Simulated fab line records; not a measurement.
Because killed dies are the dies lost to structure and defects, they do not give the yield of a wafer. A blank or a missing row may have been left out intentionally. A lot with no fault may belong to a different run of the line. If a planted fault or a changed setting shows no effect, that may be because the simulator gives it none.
fab line records + flow nand_harc
record
- lots=5
- wafers=15
- last_day=32
route steps=1302 shown THIN_TSV@1288 END@1301
lots untouched by any fault: they come from a run of this same line in which no faults occurred
start_h: the number of hours between the record's first day and the start of the first shown wafer of the lot + wait_h: hours from the lot's prior step to this one + " the same as in the row above + L1.1+2: one row covering several wafers at once + - no value, or no start given + * or withheld: withheld + < > ~ a bound
route shown NAME@n: a module of which the file shows steps, and the number in the route of the first + usual: mean/standard deviation of fault-free wafers + same: alike in all rows + chamber/n: place in a boat + sites: the reading at each site + _std_site: their standard deviation + _edge_site: outer sites' mean less inner sites' + radius_mm: for every site, how far away it sits from the centre of the wafer + mask NAME#n: copy n + behind: tool/chamber where the wafer was last shaped + hold: cause of the lot's hold/its duration in hours/its outcome + device: whichever transistor did not switch (one of n, p or np) + end of line: the tests these same wafers got at the end of their route + where a step has no rows: the recipe by itself + killed: dies that structure and defects cost at the first sort, which is not the same as the wafer's yield + map: a wafer's dies, x killed, . not, _ none there
set.NAME: the run value of the setting; set.NAME@STEP: its run value at that earlier step + model.NAME: the simulator's own value behind a step, which no gauge read
certain route steps with their lots: each step a table, each wafer a row
services: from which hour (start_h, from the record's first day; less than 0 if before it) a tool's chamber was out of use, for how many hours, and why
## steps
# step NHARC_THIN_TSV_EXPOSE_30
# recipe
- na=0.55
- dose_mj=11.47
- mask_id=PAD
# usual
- exposure_dose_mJ_cm2=11.471/0.012
| lot.wafer | tool           | chamber | start_h | wait_h | mask  | exposure_dose_mJ_cm2 |
|-----------|----------------|---------|---------|--------|-------|----------------------|
| L075.1    | krf_scanner-02 | 0       | 559.90  | -      | PAD#0 | 11.460               |
| L075.2    | "              | 0       | "       | "      | PAD#0 | 11.475               |
| L075.4    | "              | 0       | "       | "      | PAD#0 | 11.478               |
| L074.2    | krf_scanner-02 | 0       | 568.12  | -      | PAD#0 | 11.481               |
| L074.3    | "              | 0       | "       | "      | PAD#0 | 11.484               |
| L074.5    | "              | 0       | "       | "      | PAD#0 | 11.484               |
| L090.4    | krf_scanner-01 | 0       | 706.96  | -      | PAD#0 | 11.451               |
| L090.5    | "              | 0       | "       | "      | PAD#0 | 11.474               |
| L090.6    | "              | 0       | "       | "      | PAD#0 | 11.456               |
| L091.4    | krf_scanner-04 | 0       | 725.79  | -      | PAD#0 | 11.460               |
| L091.5    | "              | 0       | "       | "      | PAD#0 | 11.472               |
| L091.6    | "              | 0       | "       | "      | PAD#0 | 11.471               |
| L094.2    | krf_scanner-04 | 0       | 752.49  | -      | PAD#0 | 11.465               |
| L094.4    | "              | 0       | "       | "      | PAD#0 | 11.454               |
| L094.6    | "              | 0       | "       | "      | PAD#0 | 11.456               |
# step NHARC_THIN_TSV_PEB_31
# recipe
- peb_temp_c=118
- peb_time_s=85
# usual
- chill_plate_temp_C=23.00/0.12
- heater_power_total_W=163.99/0.28
| lot.wafer | tool           | chamber | start_h | wait_h | chill_plate_temp_C | heater_power_total_W |
|-----------|----------------|---------|---------|--------|--------------------|----------------------|
| L075.1    | litho_track-03 | 0       | 559.97  | 0.1    | 22.90              | 163.76               |
| L075.2    | "              | 0       | "       | "      | 23.12              | 163.74               |
| L075.4    | "              | 0       | "       | "      | 22.95              | 163.63               |
| L074.2    | litho_track-03 | 0       | 568.19  | 0.1    | 23.21              | 163.63               |
| L074.3    | "              | 0       | "       | "      | 23.24              | 164.00               |
| L074.5    | "              | 0       | "       | "      | 23.22              | 163.62               |
| L090.4    | litho_track-03 | 0       | 707.01  | 0.0    | 22.76              | 163.77               |
| L090.5    | "              | 0       | "       | "      | 22.94              | 163.99               |
| L090.6    | "              | 0       | "       | "      | 22.87              | 163.64               |
| L091.4    | litho_track-07 | 0       | 725.84  | 0.0    | 23.04              | 163.94               |
| L091.5    | "              | 0       | "       | "      | 23.11              | 164.07               |
| L091.6    | "              | 0       | "       | "      | 22.88              | 164.10               |
| L094.2    | litho_track-07 | 0       | 752.56  | 0.1    | 23.02              | 164.05               |
| L094.4    | "              | 0       | "       | "      | 22.97              | 163.69               |
| L094.6    | "              | 0       | "       | "      | 22.94              | 164.03               |
# step NHARC_THIN_TSV_DEVELOP_32
# recipe
- time_s=70
# usual
- chill_plate_temp_C=23.03/0.1
| lot.wafer | tool           | chamber | start_h | wait_h | chill_plate_temp_C |
|-----------|----------------|---------|---------|--------|--------------------|
| L075.1    | litho_track-03 | 0       | -       | -      | 23.06              |
| L075.2    | "              | 0       | "       | "      | 23.26              |
| L075.4    | "              | 0       | "       | "      | 23.21              |
| L074.2    | litho_track-03 | 0       | -       | -      | 22.89              |
| L074.3    | "              | 0       | "       | "      | 22.74              |
| L074.5    | "              | 0       | "       | "      | 22.81              |
| L090.4    | litho_track-03 | 0       | -       | -      | 22.96              |
| L090.5    | "              | 0       | "       | "      | 23.04              |
| L090.6    | "              | 0       | "       | "      | 23.04              |
| L091.4    | litho_track-07 | 0       | -       | -      | 23.13              |
| L091.5    | "              | 0       | "       | "      | 23.15              |
| L091.6    | "              | 0       | "       | "      | 23.14              |
| L094.2    | litho_track-07 | 0       | -       | -      | 22.99              |
| L094.4    | "              | 0       | "       | "      | 23.17              |
| L094.6    | "              | 0       | "       | "      | 23.05              |
# step NHARC_THIN_TSV_CD_MEAS_33
# recipe
- target_cd_nm=5000
- landing_energy_ev=500
# usual
- cd_nm=5000.0/2.5
| lot.wafer | tool      | chamber | start_h | wait_h | cd_nm  |
|-----------|-----------|---------|---------|--------|--------|
| L075.1    | cd_sem-01 | 0       | 560.06  | -      | 5002.6 |
| L075.2    | "         | 0       | "       | "      | 5005.0 |
| L075.4    | "         | 0       | "       | "      | 5000.1 |
| L074.2    | cd_sem-02 | 0       | 568.28  | -      | 5003.4 |
| L074.3    | "         | 0       | "       | "      | 4998.6 |
| L074.5    | "         | 0       | "       | "      | 5002.4 |
| L090.4    | cd_sem-01 | 0       | 707.11  | -      | 5002.4 |
| L090.5    | "         | 0       | "       | "      | 5003.3 |
| L090.6    | "         | 0       | "       | "      | 5002.0 |
| L091.4    | cd_sem-02 | 0       | 725.93  | -      | 4998.4 |
| L091.5    | "         | 0       | "       | "      | 4997.2 |
| L091.6    | "         | 0       | "       | "      | 4996.6 |
| L094.2    | cd_sem-01 | 0       | 752.65  | -      | 5001.9 |
| L094.4    | "         | 0       | "       | "      | 4996.5 |
| L094.6    | "         | 0       | "       | "      | 4996.8 |
# step NHARC_THIN_TSV_HARDBAKE_34
# recipe
- temp_c=125
- time_s=80
# usual
- chill_plate_temp_C=23.01/0.11
- heater_power_total_W=184.0/0.74
| lot.wafer | tool           | chamber | start_h | wait_h | chill_plate_temp_C | heater_power_total_W |
|-----------|----------------|---------|---------|--------|--------------------|----------------------|
| L075.1    | litho_track-07 | 0       | 560.14  | -      | 22.87              | 183.7                |
| L075.2    | "              | 0       | "       | "      | 22.98              | 183.7                |
| L075.4    | "              | 0       | "       | "      | 22.96              | 183.5                |
| L074.2    | litho_track-05 | 0       | 568.36  | -      | 23.06              | 183.4                |
| L074.3    | "              | 0       | "       | "      | 23.01              | 184.8                |
| L074.5    | "              | 0       | "       | "      | 23.12              | 184.6                |
| L090.4    | litho_track-05 | 0       | 707.19  | -      | 22.88              | 183.4                |
| L090.5    | "              | 0       | "       | "      | 22.90              | 184.0                |
| L090.6    | "              | 0       | "       | "      | 23.13              | 183.9                |
| L091.4    | litho_track-07 | 0       | 726.03  | -      | 23.10              | 184.8                |
| L091.5    | "              | 0       | "       | "      | 23.19              | 184.8                |
| L091.6    | "              | 0       | "       | "      | 23.24              | 184.9                |
| L094.2    | litho_track-07 | 0       | 752.73  | -      | 22.96              | 184.1                |
| L094.4    | "              | 0       | "       | "      | 23.02              | 184.5                |
| L094.6    | "              | 0       | "       | "      | 23.05              | 183.5                |
# step NHARC_THIN_TSV_DESCUM_35
# recipe
- time_s=3
- o2_flow_sccm=200
- ar_flow_sccm=0
- bias_power_w=0
- chemistry=O2
# usual
- drypump_motor_current_A=5.8/0.37
- o2_flow_sccm=200.0/0.63
- oes_product_au=0.996/0.014
- rf_vpp_V=57.7/0.83
- showerhead_plenum_p_Torr=1.89/0.072
- throttle_valve_pct=11.312/0.0092
| lot.wafer | tool        | chamber | start_h | wait_h | drypump_motor_current_A | o2_flow_sccm | oes_product_au | rf_hours_counter_h | rf_vpp_V | showerhead_plenum_p_Torr | throttle_valve_pct |
|-----------|-------------|---------|---------|--------|-------------------------|--------------|----------------|--------------------|----------|--------------------------|--------------------|
| L075.1    | rie_diel-13 | 2       | 560.22  | -      | 6.0                     | 199.1        | 0.975          | 1                  | 58.1     | 1.81                     | 11.284             |
| L075.2    | "           | 3       | "       | "      | 5.4                     | 201.0        | 0.960          | 1                  | 58.1     | 2.00                     | 11.314             |
| L075.4    | "           | 1       | "       | "      | 5.7                     | 200.2        | 0.986          | 1                  | 56.9     | 1.87                     | 11.314             |
| L074.3    | rie_diel-02 | 3       | 568.44  | -      | 5.4                     | 199.5        | 1.002          | 9                  | 57.9     | 1.91                     | 11.327             |
| L074.2    | "           | 0       | "       | "      | 6.5                     | 200.6        | 1.005          | 9                  | 56.8     | 1.83                     | 11.298             |
| L074.5    | "           | 3       | "       | "      | 5.4                     | 199.6        | 1.001          | -                  | 58.5     | 1.91                     | 11.318             |
| L090.4    | rie_diel-02 | 0       | 707.30  | -      | 6.5                     | 199.4        | 0.995          | 10                 | 57.7     | 1.83                     | 11.313             |
| L090.6    | "           | 1       | "       | "      | 6.0                     | 201.9        | 1.011          | -                  | 57.5     | 1.79                     | 11.319             |
| L090.5    | "           | 2       | "       | "      | 5.7                     | 200.0        | 1.008          | -                  | 55.8     | 1.88                     | 11.303             |
| L091.4    | rie_diel-02 | 2       | 726.14  | -      | 5.7                     | 199.7        | 1.020          | 12                 | 57.9     | 1.88                     | 11.322             |
| L091.6    | "           | 3       | "       | "      | 5.4                     | 199.5        | 1.007          | -                  | 57.0     | 1.91                     | 11.315             |
| L091.5    | "           | 0       | "       | "      | 6.5                     | 199.7        | 0.986          | -                  | 57.3     | 1.83                     | 11.328             |
| L094.2    | rie_diel-13 | 1       | 752.83  | -      | 5.7                     | 200.3        | 1.009          | 2                  | 57.5     | 1.87                     | 11.322             |
| L094.4    | "           | 2       | "       | "      | 5.9                     | 200.4        | 0.973          | 2                  | 58.0     | 1.80                     | 11.287             |
| L094.6    | "           | 3       | "       | "      | 5.4                     | 198.8        | 0.984          | -                  | 59.1     | 2.00                     | 11.315             |
# step NHARC_THIN_TSV_ETCH_59
# recipe
- target_depth_a=8800
- icp_w=900
- bias_w=100
- Cl2_flow_sccm=60
- bcl3_flow_sccm=30
- time_s=138.1
- chemistry=Cl2/BCl3
# usual
- drypump_motor_current_A=5.9/0.4
- he_backside_leak_sccm=3.22/0.17
- oes_product_au=0.999/0.012
- throttle_valve_pct=22.264/0.0093
| lot.wafer | tool         | chamber | start_h | wait_h | drypump_motor_current_A | he_backside_leak_sccm | oes_product_au | rf_hours_counter_h | throttle_valve_pct |
|-----------|--------------|---------|---------|--------|-------------------------|-----------------------|----------------|--------------------|--------------------|
| L075.2    | rie_metal-02 | 0       | 560.35  | 0.1    | 6.3                     | 3.46                  | 0.983          | 1.6                | 22.281             |
| L075.1    | "            | 1       | "       | "      | 5.6                     | 3.29                  | 0.993          | 1.6                | 22.272             |
| L075.4    | "            | 0       | "       | "      | 6.3                     | 3.49                  | 0.988          | -                  | 22.244             |
| L074.2    | rie_metal-03 | 1       | 568.56  | 0.1    | 5.9                     | 3.18                  | 1.000          | 0.7                | 22.273             |
| L074.3    | "            | 1       | "       | "      | 6.0                     | 3.03                  | 1.000          | -                  | 22.273             |
| L074.5    | "            | 0       | "       | "      | 6.4                     | 3.11                  | 0.993          | -                  | 22.271             |
| L090.4    | rie_metal-02 | 1       | 707.46  | 0.1    | 5.6                     | 3.09                  | 1.001          | -                  | 22.279             |
| L090.5    | "            | 1       | "       | "      | 5.6                     | 3.05                  | 0.988          | -                  | 22.272             |
| L090.6    | "            | 0       | "       | "      | 6.3                     | 3.45                  | 1.008          | -                  | 22.273             |
| L091.4    | rie_metal-02 | 0       | 726.30  | 0.1    | 6.3                     | 3.23                  | 0.996          | -                  | 22.267             |
| L091.6    | "            | 0       | "       | "      | 6.3                     | 3.17                  | 0.981          | -                  | 22.272             |
| L091.5    | "            | 1       | "       | "      | 5.6                     | 3.22                  | 0.994          | -                  | 22.275             |
| L094.2    | rie_metal-03 | 0       | 752.98  | 0.1    | 6.4                     | 3.08                  | 1.017          | 0.8                | 22.269             |
| L094.4    | "            | 0       | "       | "      | 6.4                     | 3.18                  | 1.008          | -                  | 22.254             |
| L094.6    | "            | 1       | "       | "      | 5.9                     | 3.05                  | 1.025          | -                  | 22.266             |
# step NHARC_THIN_TSV_ETCH_36
# recipe
- target_depth_a=650
- over_etch_frac=0.3
- time_s=18.571
- ion_energy_ev=150
- chemistry=Cl2/BCl3
# usual
- drypump_motor_current_A=5.9/0.4
- he_backside_leak_sccm=3.2/0.31
- oes_product_au=0.999/0.012
# same
- over_etch_frac=0.3
| lot.wafer | tool         | chamber | start_h | wait_h | drypump_motor_current_A | he_backside_leak_sccm | oes_product_au | rf_hours_counter_h |
|-----------|--------------|---------|---------|--------|-------------------------|-----------------------|----------------|--------------------|
| L075.1    | rie_metal-02 | 1       | 560.60  | 0.2    | 5.6                     | 3.2                   | 0.997          | 1.7                |
| L075.2    | "            | 0       | "       | "      | 6.3                     | 3.4                   | 0.983          | 1.7                |
| L075.4    | "            | 0       | "       | "      | 6.3                     | 3.5                   | 0.988          | -                  |
| L074.2    | rie_metal-03 | 0       | 568.82  | 0.2    | 6.4                     | 3.1                   | 0.994          | 0.9                |
| L074.3    | "            | 0       | "       | "      | 6.4                     | 3.1                   | 0.993          | -                  |
| L074.5    | "            | 1       | "       | "      | 5.9                     | 3.1                   | 0.995          | -                  |
| L090.4    | rie_metal-02 | 1       | 707.66  | 0.2    | 5.6                     | 3.2                   | 0.980          | -                  |
| L090.6    | "            | 1       | "       | "      | 5.6                     | 3.3                   | 0.988          | -                  |
| L090.5    | "            | 0       | "       | "      | 6.3                     | 3.2                   | 0.996          | -                  |
| L091.4    | rie_metal-02 | 1       | 726.50  | 0.2    | 5.6                     | 3.1                   | 0.979          | -                  |
| L091.6    | "            | 1       | "       | "      | 5.6                     | 3.1                   | 1.002          | -                  |
| L091.5    | "            | 0       | "       | "      | 6.3                     | 3.6                   | 0.992          | -                  |
| L094.2    | rie_metal-03 | 1       | 753.26  | 0.2    | 5.9                     | 3.0                   | 1.015          | 0.9                |
| L094.4    | "            | 1       | "       | "      | 5.9                     | 3.2                   | 1.024          | -                  |
| L094.6    | "            | 1       | "       | "      | 5.9                     | 3.2                   | 1.018          | -                  |
# step NHARC_THIN_TSV_STRIP_56
# recipe
- power_w=1500
- temp_c=250
- chemistry=O2
# usual
- drypump_motor_current_A=6.02/0.14
- heater_power_w=325/33
| lot.wafer | tool            | chamber | start_h | wait_h | drypump_motor_current_A | heater_power_w | rf_hours_counter_h |
|-----------|-----------------|---------|---------|--------|-------------------------|----------------|--------------------|
| L075.1    | plasma_asher-02 | 1       | 560.70  | 0.1    | 6.13                    | 354            | 22                 |
| L075.2    | "               | 0       | "       | "      | 5.82                    | 276            | 22                 |
| L075.4    | "               | 0       | "       | "      | 5.83                    | 263            | -                  |
| L074.2    | plasma_asher-01 | 0       | 568.92  | 0.1    | 6.10                    | 361            | 7                  |
| L074.3    | "               | 0       | "       | "      | 6.09                    | 368            | -                  |
| L074.5    | "               | 1       | "       | "      | 6.11                    | 348            | -                  |
| L090.4    | plasma_asher-02 | 0       | 707.89  | 0.2    | 5.82                    | 280            | -                  |
| L090.5    | "               | 1       | "       | "      | 6.12                    | 325            | -                  |
| L090.6    | "               | 0       | "       | "      | 5.80                    | 270            | -                  |
| L091.4    | plasma_asher-02 | 0       | 726.69  | 0.2    | 5.81                    | 283            | -                  |
| L091.5    | "               | 0       | "       | "      | 5.80                    | 281            | -                  |
| L091.6    | "               | 1       | "       | "      | 6.10                    | 333            | -                  |
| L094.2    | plasma_asher-02 | 0       | 753.37  | 0.1    | 5.82                    | 272            | 24                 |
| L094.4    | "               | 1       | "       | "      | 6.10                    | 326            | -                  |
| L094.6    | "               | 1       | "       | "      | 6.13                    | 338            | -                  |
# step NHARC_THIN_TSV_STRIP_57
# recipe
- time_s=1200
- temp_c=72.5
- chemistry=post_etch_residue_remover
| lot.wafer  | tool         | chamber | start_h | wait_h |
|------------|--------------|---------|---------|--------|
| L075.4+1+2 | wet_bench-10 | 0,1,4   | 561.06  | 0.2    |
| L074.2+3+5 | wet_bench-10 | 7,0,3   | 569.27  | 0.3    |
| L090.5+4+6 | wet_bench-08 | 2,4,5   | 708.11  | 0.1    |
| L091.5+6+4 | wet_bench-08 | 6,0,2   | 726.95  | 0.1    |
| L094.4+6+2 | wet_bench-08 | 5,6,1   | 753.74  | 0.2    |
# step NHARC_THIN_TSV_CD_MEAS_37
# usual
- cd_nm=4999/3.6
| lot.wafer | tool      | chamber | start_h | wait_h | cd_nm |
|-----------|-----------|---------|---------|--------|-------|
| L075.1    | cd_sem-03 | -       | 561.50  | -      | 5000  |
| L075.2    | "         | -       | "       | "      | 5001  |
| L075.4    | "         | -       | "       | "      | 5000  |
| L074.2    | cd_sem-01 | -       | 569.72  | -      | 5004  |
| L074.3    | "         | -       | "       | "      | 4998  |
| L074.5    | "         | -       | "       | "      | 5001  |
| L090.4    | cd_sem-02 | -       | 708.54  | -      | 5002  |
| L090.5    | "         | -       | "       | "      | 5002  |
| L090.6    | "         | -       | "       | "      | 4999  |
| L091.4    | cd_sem-01 | -       | 727.39  | -      | 4995  |
| L091.5    | "         | -       | "       | "      | 4999  |
| L091.6    | "         | -       | "       | "      | 4991  |
| L094.2    | cd_sem-02 | -       | 754.19  | -      | 4995  |
| L094.4    | "         | -       | "       | "      | 4994  |
| L094.6    | "         | -       | "       | "      | 4996  |
# step NHARC_THIN_TSV_ANNEAL_58
# recipe
- temp_c=400
- time_s=1800
| lot.wafer  | tool       | chamber | start_h | wait_h |
|------------|------------|---------|---------|--------|
| L075.1+2+4 | furnace-02 | 0       | 564.71  | 3.2    |
| L074.2+3+5 | furnace-03 | 0       | 575.43  | 5.7    |
| L090.4+5+6 | furnace-06 | 0       | 711.61  | 3.1    |
| L091.4+5+6 | furnace-06 | 0       | 730.52  | 3.1    |
| L094.2+4+6 | furnace-02 | 0       | 757.39  | 3.2    |
# step NHARC_THIN_TSV_INSPECT_40
# usual
- raw_defect_count=571/94
| lot.wafer | tool              | chamber | start_h | wait_h | raw_defect_count |
|-----------|-------------------|---------|---------|--------|------------------|
| L075.1    | defect_inspect-01 | -       | 566.16  | 0.4    | 831              |
| L075.2    | "                 | -       | "       | "      | 623              |
| L075.4    | "                 | -       | "       | "      | 583              |
| L074.2    | defect_inspect-02 | -       | 576.89  | 0.4    | 403              |
| L074.3    | "                 | -       | "       | "      | 503              |
| L074.5    | "                 | -       | "       | "      | 579              |
| L090.4    | defect_inspect-02 | -       | 713.06  | 0.4    | 781              |
| L090.5    | "                 | -       | "       | "      | 584              |
| L090.6    | "                 | -       | "       | "      | 541              |
| L091.4    | defect_inspect-01 | -       | 731.97  | 0.4    | 500              |
| L091.5    | "                 | -       | "       | "      | 534              |
| L091.6    | "                 | -       | "       | "      | 442              |
| L094.2    | defect_inspect-01 | -       | 758.84  | 0.4    | 481              |
| L094.4    | "                 | -       | "       | "      | 623              |
| L094.6    | "                 | -       | "       | "      | 490              |
# step NHARC_END_WLT_00
# usual
- VT_DECK1_BOTTOM=0.872/0.0082
- VT_DECK1_BOTTOM_INNER=0.871/0.0081
- VT_DECK1_MEDIAN_NEAR_BOTTOM=0.873/0.0083
- VT_DECK1_MEDIAN_NEAR_BOTTOM_INNER=0.873/0.0086
- VT_DECK1_MIDDLE=0.885/0.0078
- VT_DECK1_MIDDLE_INNER=0.885/0.0075
- VT_DECK1_TOP=0.897/0.0078
- VT_DECK1_TOP_INNER=0.896/0.007
- VT_DECK2_BOTTOM=0.870/0.01
- VT_DECK2_BOTTOM_INNER=0.870/0.011
- VT_DECK2_MEDIAN_NEAR_BOTTOM=0.871/0.01
- VT_DECK2_MEDIAN_NEAR_BOTTOM_INNER=0.871/0.011
- VT_DECK2_MIDDLE=0.883/0.0091
- VT_DECK2_MIDDLE_INNER=0.883/0.0098
- VT_DECK2_TOP=0.894/0.0091
- VT_DECK2_TOP_INNER=0.895/0.0096
| lot.wafer | tool      | chamber | start_h | wait_h | VT_DECK1_BOTTOM | VT_DECK1_BOTTOM_INNER | VT_DECK1_MEDIAN_NEAR_BOTTOM | VT_DECK1_MEDIAN_NEAR_BOTTOM_INNER | VT_DECK1_MIDDLE | VT_DECK1_MIDDLE_INNER | VT_DECK1_TOP | VT_DECK1_TOP_INNER | VT_DECK2_BOTTOM | VT_DECK2_BOTTOM_INNER | VT_DECK2_MEDIAN_NEAR_BOTTOM | VT_DECK2_MEDIAN_NEAR_BOTTOM_INNER | VT_DECK2_MIDDLE | VT_DECK2_MIDDLE_INNER | VT_DECK2_TOP | VT_DECK2_TOP_INNER |
|-----------|-----------|---------|---------|--------|-----------------|-----------------------|-----------------------------|-----------------------------------|-----------------|-----------------------|--------------|--------------------|-----------------|-----------------------|-----------------------------|-----------------------------------|-----------------|-----------------------|--------------|--------------------|
| L075.1    | prober-02 | -       | 566.23  | 0.1    | 0.871           | 0.870                 | 0.885                       | 0.878                             | 0.889           | 0.885                 | 0.903        | 0.914              | 0.880           | 0.882                 | 0.882                       | 0.883                             | 0.891           | 0.895                 | 0.907        | 0.902              |
| L075.2    | "         | -       | "       | "      | 0.882           | 0.881                 | 0.885                       | 0.882                             | 0.887           | 0.894                 | 0.908        | 0.891              | 0.884           | 0.873                 | 0.874                       | 0.871                             | 0.891           | 0.886                 | 0.898        | 0.907              |
| L075.4    | "         | -       | 567.73  | 1.6    | 0.862           | 0.873                 | 0.872                       | 0.876                             | 0.886           | 0.891                 | 0.899        | 0.892              | 0.870           | 0.871                 | 0.881                       | 0.873                             | 0.887           | 0.893                 | 0.902        | 0.895              |
| L074.2    | prober-01 | -       | 577.43  | 0.5    | 0.855           | 0.863                 | 0.863                       | 0.856                             | 0.876           | 0.869                 | 0.873        | 0.884              | 0.855           | 0.858                 | 0.856                       | 0.855                             | 0.869           | 0.869                 | 0.886        | 0.881              |
| L074.3    | "         | -       | "       | "      | 0.861           | 0.854                 | 0.865                       | 0.869                             | 0.880           | 0.876                 | 0.886        | 0.885              | 0.866           | 0.866                 | 0.866                       | 0.863                             | 0.871           | 0.882                 | 0.880        | 0.897              |
| L074.5    | "         | -       | 578.93  | 2.0    | 0.857           | 0.856                 | 0.863                       | 0.862                             | 0.873           | 0.878                 | 0.884        | 0.888              | 0.858           | 0.869                 | 0.870                       | 0.863                             | 0.875           | 0.886                 | 0.878        | 0.883              |
| L090.4    | prober-02 | -       | 714.61  | 1.6    | 0.887           | 0.884                 | 0.883                       | 0.879                             | 0.895           | 0.891                 | 0.906        | 0.905              | 0.862           | 0.859                 | 0.866                       | 0.859                             | 0.871           | 0.867                 | 0.887        | 0.892              |
| L090.5    | "         | -       | "       | "      | 0.883           | 0.878                 | 0.875                       | 0.883                             | 0.902           | 0.905                 | 0.902        | 0.895              | 0.863           | 0.866                 | 0.858                       | 0.860                             | 0.875           | 0.878                 | 0.888        | 0.876              |
| L090.6    | "         | -       | "       | "      | 0.888           | 0.884                 | 0.882                       | 0.887                             | 0.887           | 0.896                 | 0.906        | 0.902              | 0.860           | 0.862                 | 0.867                       | 0.871                             | 0.881           | 0.874                 | 0.890        | 0.885              |
| L091.4    | prober-02 | -       | 733.52  | 1.6    | 0.875           | 0.869                 | 0.864                       | 0.870                             | 0.874           | 0.876                 | 0.889        | 0.895              | 0.872           | 0.880                 | 0.875                       | 0.885                             | 0.886           | 0.890                 | 0.896        | 0.903              |
| L091.5    | "         | -       | "       | "      | 0.861           | 0.868                 | 0.849                       | 0.858                             | 0.876           | 0.873                 | 0.882        | 0.886              | 0.871           | 0.878                 | 0.888                       | 0.878                             | 0.883           | 0.883                 | 0.893        | 0.901              |
| L091.6    | "         | -       | "       | "      | 0.865           | 0.865                 | 0.870                       | 0.863                             | 0.876           | 0.880                 | 0.882        | 0.884              | 0.879           | 0.882                 | 0.890                       | 0.886                             | 0.898           | 0.898                 | 0.892        | 0.907              |
| L094.2    | prober-01 | -       | 759.39  | 0.5    | 0.866           | 0.865                 | 0.867                       | 0.862                             | 0.877           | 0.877                 | 0.893        | 0.904              | 0.873           | 0.878                 | 0.869                       | 0.861                             | 0.886           | 0.885                 | 0.898        | 0.904              |
| L094.4    | "         | -       | 760.39  | 1.5    | 0.866           | 0.870                 | 0.866                       | 0.869                             | 0.880           | 0.875                 | 0.890        | 0.894              | 0.860           | 0.864                 | 0.858                       | 0.858                             | 0.877           | 0.876                 | 0.893        | 0.909              |
| L094.6    | "         | -       | "       | "      | 0.869           | 0.865                 | 0.864                       | 0.869                             | 0.886           | 0.881                 | 0.897        | 0.894              | 0.863           | 0.871                 | 0.863                       | 0.867                             | 0.873           | 0.881                 | 0.892        | 0.902              |
## services
| tool            | chamber | start_h | hours | kind   |
|-----------------|---------|---------|-------|--------|
| furnace-02      | -       | 569.83  | 26.0  | pm     |
| rie_diel-02     | -       | 570.70  | 9.0   | pm     |
| litho_track-07  | -       | 601.00  | 7.0   | pm     |
| krf_scanner-02  | -       | 609.39  | 0.6   | repair |
| krf_scanner-02  | -       | 610.02  | 4.0   | pm     |
| rie_diel-02     | 3       | 615.59  | 4.1   | repair |
| plasma_asher-02 | -       | 619.13  | 0.3   | repair |
| plasma_asher-02 | -       | 624.94  | 9.0   | pm     |
| litho_track-03  | -       | 625.00  | 7.0   | pm     |
| krf_scanner-04  | -       | 628.73  | 1.5   | repair |
| rie_metal-02    | -       | 631.00  | 9.0   | pm     |
| plasma_asher-02 | -       | 635.69  | 4.3   | repair |
| furnace-06      | -       | 645.39  | 13.2  | repair |
| wet_bench-08    | -       | 646.40  | 8.0   | pm     |
| litho_track-05  | -       | 649.00  | 7.0   | pm     |
| rie_metal-02    | -       | 653.88  | 0.5   | repair |
| wet_bench-10    | -       | 655.09  | 7.4   | repair |
| rie_diel-02     | 3       | 658.87  | 9.4   | repair |
| rie_diel-13     | 3       | 661.84  | 7.6   | repair |
| wet_bench-10    | -       | 663.20  | 8.0   | pm     |
| rie_diel-02     | 2       | 677.35  | 3.0   | repair |
| rie_metal-03    | -       | 696.00  | 9.0   | pm     |
| rie_diel-02     | 3       | 696.97  | 4.2   | repair |
| rie_diel-02     | -       | 747.70  | 9.0   | pm     |
## key
fault none
